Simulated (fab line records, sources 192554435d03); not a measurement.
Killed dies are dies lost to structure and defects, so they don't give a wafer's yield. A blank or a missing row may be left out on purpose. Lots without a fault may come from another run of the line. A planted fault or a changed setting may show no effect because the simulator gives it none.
fab line records | flow n5_finfet
record lots=7 wafers=39
route steps=1938 shown BEOL_M13@1696 BEOL_M14@1762 PASSIVATION@1923
start_h: hours from the record's first day to the start of the lot's first wafer shown | wait_h: hours since the lot's step before | " the same as in the row above | L1.1+2: a row that stands for several wafers | - no value, or no start given | * or withheld: withheld | < > ~ a bound
route shown NAME@n: a module of which the file shows steps, and the number in the route of the first | usual: mean/standard deviation of fault-free wafers | same: alike in all rows | chamber/n: place in a boat | sites: the reading at each site | _std_site: their standard deviation | _edge_site: outer sites' mean less inner sites' | radius_mm: how far each site lies from the wafer's centre | mask NAME#n: copy n | behind: the tool/chamber that last shaped the wafer | hold: why the lot was held/for how many hours/how that ended | device: the transistor (n, p or np) that didn't switch | end of line: the same wafers' tests at the end of the route | a step without rows: its recipe alone | killed: dies lost to structure and defects at the first sort, not the wafer's yield | map: a wafer's dies, x killed, . not, _ none there
set.NAME: the setting as run; set.NAME@STEP: as run at that earlier step | model.NAME: the simulator's own value behind a step, which no gauge read
lots whose settings were changed on purpose; a table a step, a row a wafer
## steps
# step N5_BEOL_M13_TRENCH_ETCH_34
# recipe chemistry=C4F8/O2/Ar target=SiOC target_depth_a=4134.7 mask_material=SOC pressure_mtorr=30 source_w=3000 bias_w=700 Ar_flow_sccm=400 C4F8_flow_sccm=15 O2_flow_sccm=8 he_inner_torr=15 he_outer_torr=30 time_s=162.6 ion_energy_ev=250
# columns lot.wafer tool chamber start_h wait_h set.target_depth_a model.etch.depth_nm
L074.1 rie_diel-01 0 240.79 0.0 4947 499.9
L074.2 " 1 " " 4947 498.2
L074.3 " 2 " " 4947 487.4
L074.4 " 3 " " 4134.7 419
L074.5 " 2 " " 4134.7 405.6
L074.6 " 3 " " 4134.7 423.5
L080.1 rie_diel-05 2 272.78 0.0 4134.7 410.6
L080.4 " 1 " " 4134.7 422.1
L080.6 " 2 " " 4134.7 410
L087.1 rie_diel-01 2 313.84 0.0 2002 199.1
L087.2 " 0 " " 4134.7 420.6
L087.3 " 1 " " 2002 204.4
L087.4 " 3 " " 4134.7 420.3
L087.5 " 0 " " 2002 202.5
L087.6 " 1 " " 4134.7 419.8
L088.1 rie_diel-01 3 322.77 0.0 4134.7 419.5
L088.2 " 0 " " 4134.7 424.9
L088.3 " 2 " " 2993 298.6
L088.4 " 1 " " 4134.7 420.2
L088.5 " 2 " " 2993 298.1
L088.6 " 1 " " 2993 304
L090.1 rie_diel-05 2 323.07 0.0 4134.7 406.7
L090.2 " 3 " " 1811 178.9
L090.3 " 0 " " 1811 180.5
L090.4 " 1 " " 1811 182.7
L090.5 " 0 " " 4134.7 412.6
L090.6 " 1 " " 4134.7 416.9
L095.1 rie_diel-03 2 357.73 0.0 5494 543.9
L095.2 " 3 " " 4134.7 407
L095.3 " 1 " " 5494 554.4
L095.4 " 0 " " 4134.7 425.8
L095.5 " 2 " " 5494 537.8
L095.6 " 1 " " 4134.7 416.7
L096.1 rie_diel-05 2 370.79 0.0 4134.7 410.5
L096.2 " 1 " " 4134.7 420.1
L096.3 " 3 " " 5818 582.8
L096.4 " 0 " " 4134.7 417.2
L096.5 " 2 " " 5818 579.3
L096.6 " 3 " " 5818 580.1
# step N5_BEOL_M13_STRIP_70
# recipe chemistry=C4F8/O2/Ar resist=SiARC rf_frequency_hz=6e+07
# step N5_BEOL_M13_OCD_MEAS_35
# usual trench_depth_nm=416/6.4
# columns lot.wafer tool chamber start_h wait_h set.target_depth_a@BEOL_M13_TRENCH_ETCH_34 trench_depth_nm
L074.1 ocd-02 - 240.96 0.0 4947 500
L074.2 " - " " 4947 498
L074.3 " - " " 4947 487
L074.4 " - " " 4134.7 419
L074.5 " - " " 4134.7 406
L074.6 " - " " 4134.7 423
L080.1 ocd-02 - 272.96 0.0 4134.7 410
L080.4 " - " " 4134.7 422
L080.6 " - " " 4134.7 410
L087.1 ocd-01 - 314.02 0.0 2002 199
L087.2 " - " " 4134.7 421
L087.3 " - " " 2002 204
L087.4 " - " " 4134.7 420
L087.5 " - " " 2002 203
L087.6 " - " " 4134.7 420
L088.1 ocd-02 - 322.94 0.0 4134.7 419
L088.2 " - " " 4134.7 425
L088.3 " - " " 2993 298
L088.4 " - " " 4134.7 420
L088.5 " - " " 2993 298
L088.6 " - " " 2993 304
L090.1 ocd-01 - 323.24 0.0 4134.7 406
L090.2 " - " " 1811 178
L090.3 " - " " 1811 181
L090.4 " - " " 1811 183
L090.5 " - " " 4134.7 413
L090.6 " - " " 4134.7 417
L095.1 ocd-01 - 357.91 0.0 5494 543
L095.2 " - " " 4134.7 407
L095.3 " - " " 5494 554
L095.4 " - " " 4134.7 426
L095.5 " - " " 5494 537
L095.6 " - " " 4134.7 416
L096.1 ocd-02 - 370.96 0.0 4134.7 410
L096.2 " - " " 4134.7 420
L096.3 " - " " 5818 583
L096.4 " - " " 4134.7 417
L096.5 " - " " 5818 579
L096.6 " - " " 5818 580
# step N5_BEOL_M13_STRIP_37
# recipe chemistry=N2/H2 power_w=1000 temp_c=250 h2_frac=0.65 overash_fraction=0.3 pressure_mtorr=withheld n2_flow_sccm=1750 h2_flow_sccm=3250
# step N5_BEOL_M13_ETCH_38
# recipe chemistry=CF4/N2 target=SiCN target_depth_a=675 taper_deg=2 time_s=71.9 ion_energy_ev=150 mask_material=SiO2 pressure_mtorr=40 source_w=430 bias_w=70 Ar_flow_sccm=100 cf4_flow_sccm=60 n2_flow_sccm=60
# step N5_BEOL_M13_ECD_47
# recipe material=Cu target_thk_a=9360
# step N5_BEOL_M13_ANNEAL_48
# recipe temp_c=225 time_s=90 ambient=N2
# step N5_BEOL_M13_CMP_49
# recipe stop_on=SiOC t_overpolish_s=17.1 down_force_psi=1 platen_rpm=50 clearing_platen_down_force_psi=1.5 clearing_platen_rpm=50 post_cmp_clean=cu_alkaline target_thk_nm=420 clearing_platen_pad_velocity_m_s=0.99484 pad_velocity_m_s=0.99484
# columns lot.wafer tool chamber start_h wait_h set.target_depth_a@BEOL_M13_TRENCH_ETCH_34 model.Cu_of_BEOL_M13_ECD_47.thk_nm
L074.1 cmp-03 2 249.60 0.3 4947 505.4
L074.2 " 3 " " 4947 505.8
L074.4 " 0 " " 4134.7 426.2
L074.3 " 1 " " 4947 493.8
L074.6 " 2 " " 4134.7 429.6
L074.5 " 3 " " 4134.7 412.8
L080.4 cmp-01 1 276.06 0.1 4134.7 429.6
L080.1 " 3 " " 4134.7 416.6
L080.6 " 1 " " 4134.7 417.4
L087.1 cmp-01 0 318.54 0.3 2002 206.6
L087.2 " 1 " " 4134.7 426.2
L087.4 " 2 " " 4134.7 425.4
L087.3 " 3 " " 2002 211.2
L087.6 " 0 " " 4134.7 428
L087.5 " 1 " " 2002 209.6
L090.1 cmp-03 1 325.68 0.3 4134.7 414
L090.2 " 2 " " 1811 185.8
L090.3 " 3 " " 1811 189.2
L090.4 " 0 " " 1811 191
L090.5 " 1 " " 4134.7 420.8
L090.6 " 2 " " 4134.7 424.2
L088.1 cmp-03 2 331.62 0.3 4134.7 426.8
L088.2 " 3 " " 4134.7 434.4
L088.4 " 0 " " 4134.7 428.8
L088.3 " 1 " " 2993 307.2
L088.5 " 2 " " 2993 305.4
L088.6 " 3 " " 2993 312
L095.2 cmp-01 3 360.47 0.2 4134.7 414.2
L095.4 " 0 " " 4134.7 433.2
L095.3 " 1 " " 5494 561.6
L095.1 " 2 " " 5494 551.4
L095.5 " 3 " " 5494 545.6
L095.6 " 0 " " 4134.7 423.8
L096.3 cmp-02 3 372.33 0.2 5818 589.4
L096.2 " 0 " " 4134.7 427
L096.4 " 1 " " 4134.7 424.6
L096.1 " 2 " " 4134.7 417.4
L096.6 " 3 " " 5818 587.6
L096.5 " 0 " " 5818 586.2
# step N5_BEOL_M13_THK_MEAS_50
# recipe thk_meas_gauge=xrf reads=Cu_of_BEOL_M13_ECD_47
# usual M13_THK=410/7.4
# columns lot.wafer tool chamber start_h wait_h set.target_depth_a@BEOL_M13_TRENCH_ETCH_34 M13_THK[nm]
L074.1 film_metro-01 - 249.90 - 4947 492
L074.2 " - " " 4947 495
L074.3 " - " " 4947 483
L074.4 " - " " 4134.7 416
L074.5 " - " " 4134.7 405
L074.6 " - " " 4134.7 421
L080.1 film_metro-01 - 276.36 - 4134.7 408
L080.4 " - " " 4134.7 423
L080.6 " - " " 4134.7 408
L087.1 film_metro-01 - 318.84 - 2002 200
L087.2 " - " " 4134.7 412
L087.3 " - " " 2002 206
L087.4 " - " " 4134.7 413
L087.5 " - " " 2002 205
L087.6 " - " " 4134.7 416
L090.1 film_metro-02 - 325.97 - 4134.7 400
L090.2 " - " " 1811 181
L090.3 " - " " 1811 184
L090.4 " - " " 1811 187
L090.5 " - " " 4134.7 406
L090.6 " - " " 4134.7 410
L088.1 film_metro-02 - 331.92 - 4134.7 406
L088.2 " - " " 4134.7 417
L088.3 " - " " 2993 294
L088.4 " - " " 4134.7 410
L088.5 " - " " 2993 292
L088.6 " - " " 2993 298
L095.1 film_metro-01 - 360.76 - 5494 533
L095.2 " - " " 4134.7 402
L095.3 " - " " 5494 545
L095.4 " - " " 4134.7 424
L095.5 " - " " 5494 527
L095.6 " - " " 4134.7 412
L096.1 film_metro-01 - 372.63 - 4134.7 401
L096.2 " - " " 4134.7 412
L096.3 " - " " 5818 564
L096.4 " - " " 4134.7 409
L096.5 " - " " 5818 566
L096.6 " - " " 5818 563
# step N5_BEOL_M13_PRE_CLEAN_52
# recipe gas=NH3 time_s=15 temp_c=withheld rf_power_w=300
# step N5_BEOL_M13_DEP_53
# recipe material=SiCN target_thk_a=500 temp_c=withheld precursor=3MS/NH3 pressure_torr=3 rf_w=675 time_s=17.8
# step N5_BEOL_M13_RS_MEAS_54
# recipe thk_meas_gauge=four-point-probe reads=Cu_of_BEOL_M13_ECD_47+Ta_of_BEOL_M13_SPUTTER_44+TaN_of_BEOL_M13_SPUTTER_43
# usual M13_RS=0.0447/0.00072
# columns lot.wafer tool chamber start_h wait_h set.target_depth_a@BEOL_M13_TRENCH_ETCH_34 M13_RS[ohm/sq]
L074.1 film_metro-02 - 250.03 0.0 4947 0.0372
L074.2 " - " " 4947 0.0372
L074.3 " - " " 4947 0.0380
L074.4 " - " " 4134.7 0.0442
L074.5 " - " " 4134.7 0.0458
L074.6 " - " " 4134.7 0.0439
L080.1 film_metro-02 - 276.49 0.0 4134.7 0.0453
L080.4 " - " " 4134.7 0.0439
L080.6 " - " " 4134.7 0.0451
L087.1 film_metro-01 - 318.97 0.0 2002 0.0944
L087.2 " - " " 4134.7 0.0442
L087.3 " - " " 2002 0.0923
L087.4 " - " " 4134.7 0.0442
L087.5 " - " " 2002 0.0931
L087.6 " - " " 4134.7 0.0440
L090.1 film_metro-02 - 326.10 0.0 4134.7 0.0456
L090.2 " - " " 1811 0.1061
L090.3 " - " " 1811 0.1042
L090.4 " - " " 1811 0.1030
L090.5 " - " " 4134.7 0.0448
L090.6 " - " " 4134.7 0.0445
L088.1 film_metro-01 - 332.05 0.0 4134.7 0.0441
L088.2 " - " " 4134.7 0.0433
L088.3 " - " " 2993 0.0621
L088.4 " - " " 4134.7 0.0438
L088.5 " - " " 2993 0.0625
L088.6 " - " " 2993 0.0609
L095.1 film_metro-02 - 360.89 0.0 5494 0.0339
L095.2 " - " " 4134.7 0.0455
L095.3 " - " " 5494 0.0333
L095.4 " - " " 4134.7 0.0435
L095.5 " - " " 5494 0.0343
L095.6 " - " " 4134.7 0.0445
L096.1 film_metro-01 - 372.75 0.0 4134.7 0.0451
L096.2 " - " " 4134.7 0.0442
L096.3 " - " " 5818 0.0317
L096.4 " - " " 4134.7 0.0443
L096.5 " - " " 5818 0.0319
L096.6 " - " " 5818 0.0317
# step N5_BEOL_M14_SPUTTER_43
# recipe material=TaN target_thk_a=150 temp_c=50 bias_v=168.6 power_w=15000 chamber_pressure_pa=0.12 time_s=24.19
# columns lot.wafer tool chamber start_h wait_h set.target_thk_a model.TaN_of_BEOL_M14_SPUTTER_43.thk_nm
L074.1+4 pvd_sputter-03 - 253.64 0.0 150 15
L074.2+3 " - " " 238.3 23.6
L074.5 " - " " 150 14.8
L074.6 " - " " 238.3 23.8
L080.1 pvd_sputter-02 - 281.80 0.0 150 15.2
L080.4+6 " - " " 150 15
L087.1 pvd_sputter-02 - 324.86 0.0 150 15.2
L087.2 " - " " 61.32 6
L087.3+4 " - " " 61.32 6.2
L087.5+6 " - " " 150 15
L090.1+3+4 pvd_sputter-02 - 329.41 0.0 150 15.2
L090.2+5 " - " " 150 15
L090.6 " - " " 150 15.4
L088.1+2+5+6 pvd_sputter-03 - 339.31 0.0 150 15
L088.3+4 " - " " 150 14.8
L095.1+2 pvd_sputter-03 - 363.59 0.0 188.1 18.6
L095.3+6 " - " " 150 14.8
L095.4 " - " " 150 14.6
L095.5 " - " " 188.1 18.8
L096.1+3+4 pvd_sputter-03 - 379.83 0.0 84.91 8.4
L096.2+6 " - " " 150 15
L096.5 " - " " 150 14.8
# step N5_BEOL_M14_SPUTTER_44
# recipe material=Ta target_thk_a=150 temp_c=50 bias_v=80 power_w=15000 chamber_pressure_pa=0.07 time_s=24.19
# step N5_BEOL_M14_SPUTTER_45
# recipe material=Cu target_thk_a=1000 temp_c=-20 bias_v=60 power_w=26000 chamber_pressure_pa=0.13 time_s=16.67
# step N5_BEOL_M14_ECD_47
# recipe material=Cu target_thk_a=12480
# step N5_BEOL_M14_ANNEAL_48
# recipe temp_c=225 time_s=90 ambient=N2
# step N5_BEOL_M14_CMP_49
# recipe stop_on=SiO2 t_overpolish_s=5.2 down_force_psi=2 platen_rpm=80 clearing_platen_down_force_psi=2 clearing_platen_rpm=80 post_cmp_clean=cu_alkaline target_thk_nm=560 clearing_platen_pad_velocity_m_s=1.5917 pad_velocity_m_s=1.5917
# usual barrier_field_endpoint_s=11.40/0.22
# columns lot.wafer tool chamber start_h wait_h set.target_thk_a@BEOL_M14_SPUTTER_43 barrier_field_endpoint_s
L074.3 cmp-03 2 254.40 0.2 238.3 14.56
L074.1 " 3 " " 150 11.39
L074.4 " 0 " " 150 11.70
L074.2 " 1 " " 238.3 14.65
L074.6 " 2 " " 238.3 14.53
L074.5 " 3 " " 150 11.16
L080.4 cmp-04 2 282.59 0.1 150 11.31
L080.1 " 3 " " 150 11.31
L080.6 " 2 " " 150 11.33
L087.4 cmp-04 0 325.63 0.1 61.32 7.98
L087.2 " 1 " " 61.32 7.82
L087.3 " 2 " " 61.32 7.82
L087.1 " 3 " " 150 11.66
L087.5 " 0 " " 150 11.11
L087.6 " 1 " " 150 11.22
L090.2 cmp-03 2 330.17 0.2 150 11.33
L090.1 " 3 " " 150 11.83
L090.4 " 0 " " 150 11.52
L090.3 " 1 " " 150 11.71
L090.5 " 2 " " 150 11.39
L090.6 " 3 " " 150 11.95
L088.2 cmp-04 3 340.07 0.2 150 11.51
L088.3 " 0 " " 150 11.36
L088.4 " 1 " " 150 11.04
L088.1 " 2 " " 150 11.45
L088.5 " 3 " " 150 11.18
L088.6 " 0 " " 150 11.50
L095.3 cmp-01 0 364.55 0.2 150 11.13
L095.1 " 1 " " 188.1 12.83
L095.4 " 2 " " 150 11.38
L095.2 " 3 " " 188.1 12.77
L095.6 " 0 " " 150 11.44
L095.5 " 1 " " 188.1 12.94
L096.1 cmp-03 2 380.65 0.3 84.91 8.74
L096.3 " 3 " " 84.91 8.88
L096.4 " 0 " " 84.91 8.80
L096.2 " 1 " " 150 11.42
L096.5 " 2 " " 150 11.15
L096.6 " 3 " " 150 11.45
# step N5_PASSIVATION_DEVELOP_43
# recipe develop_time_s=60 rinse_liquid=diw dry=air_spin dev_temp_c=21
# columns lot.wafer tool chamber start_h wait_h set.develop_time_s
L074.1+5+6 litho_track-02 0 - - 60
L074.2+3+4 " 0 " " 46.47
L080.1+4+6 litho_track-04 0 - - 60
L087.1+2+5 litho_track-05 0 - - 80.79
L087.3+4+6 " 0 " " 60
L090.1+3+5 litho_track-04 0 - - 77.62
L090.2+4+6 " 0 " " 60
L088.1+2+6 litho_track-05 0 - - 34.52
L088.3+4+5 " 0 " " 60
L095.1+2+6 litho_track-04 0 - - 32.47
L095.3+4+5 " 0 " " 60
L096.1+5+6 litho_track-05 0 - - 60
L096.2+3+4 " 0 " " 82.81
# step N5_PASSIVATION_HARDBAKE_45
# recipe temp_c=130 time_s=120
# step N5_PASSIVATION_CD_MEAS_44
# recipe target_cd_nm=40000 landing_energy_ev=500 detector=se_inlens
# usual cd_nm=40000/3.1
# columns lot.wafer tool chamber start_h wait_h set.develop_time_s@PASSIVATION_DEVELOP_43 cd_nm
L074.1 cd_sem-01 0 271.73 - 60 39998
L074.2 " 0 " " 46.47 39986
L074.3 " 0 " " 46.47 39986
L074.4 " 0 " " 46.47 39986
L074.5 " 0 " " 60 39997
L074.6 " 0 " " 60 39998
L080.1 cd_sem-01 0 300.44 - 60 40001
L080.4 " 0 " " 60 39998
L080.6 " 0 " " 60 39998
L087.1 cd_sem-03 0 342.51 - 80.79 40008
L087.2 " 0 " " 80.79 40009
L087.3 " 0 " " 60 39999
L087.4 " 0 " " 60 39998
L087.5 " 0 " " 80.79 40010
L087.6 " 0 " " 60 39999
L090.1 cd_sem-03 0 348.80 - 77.62 40013
L090.2 " 0 " " 60 39994
L090.3 " 0 " " 77.62 40009
L090.4 " 0 " " 60 40001
L090.5 " 0 " " 77.62 40012
L090.6 " 0 " " 60 40003
L088.1 cd_sem-03 0 356.89 - 34.52 39976
L088.2 " 0 " " 34.52 39980
L088.3 " 0 " " 60 39999
L088.4 " 0 " " 60 40000
L088.5 " 0 " " 60 40005
L088.6 " 0 " " 34.52 39983
L095.1 cd_sem-02 0 381.36 - 32.47 39975
L095.2 " 0 " " 32.47 39973
L095.3 " 0 " " 60 39998
L095.4 " 0 " " 60 40000
L095.5 " 0 " " 60 39997
L095.6 " 0 " " 32.47 39974
L096.1 cd_sem-03 0 400.26 - 60 40007
L096.2 " 0 " " 82.81 40016
L096.3 " 0 " " 82.81 40019
L096.4 " 0 " " 82.81 40020
L096.5 " 0 " " 60 40003
L096.6 " 0 " " 60 40006
## key
split step=N5_BEOL_M13_TRENCH_ETCH_34 setting=target_depth_a stated=4134.7 by=wafer
response step=N5_BEOL_M13_TRENCH_ETCH_34 reading=model.etch.depth_nm change=+4.13 per=1% r=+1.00
response step=N5_BEOL_M13_OCD_MEAS_35 reading=trench_depth_nm change=+4.13 per=1% r=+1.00
response step=N5_BEOL_M13_CMP_49 reading=model.Cu_of_BEOL_M13_ECD_47.thk_nm change=+4.13 per=1% r=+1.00
response step=N5_BEOL_M13_THK_MEAS_50 reading=M13_THK change=+3.96 per=1% r=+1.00
response step=N5_BEOL_M13_RS_MEAS_54 reading=M13_RS change=-0.000761 per=1% r=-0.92
split step=N5_BEOL_M14_SPUTTER_43 setting=target_thk_a stated=150 by=wafer
response step=N5_BEOL_M14_SPUTTER_43 reading=model.TaN_of_BEOL_M14_SPUTTER_43.thk_nm change=+0.15 per=1% r=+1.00
response step=N5_BEOL_M14_CMP_49 reading=barrier_field_endpoint_s change=+0.0569 per=1% r=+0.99
split step=N5_PASSIVATION_DEVELOP_43 setting=develop_time_s stated=60 by=wafer
response step=N5_PASSIVATION_CD_MEAS_44 reading=cd_nm change=+0.441 per=1% r=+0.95
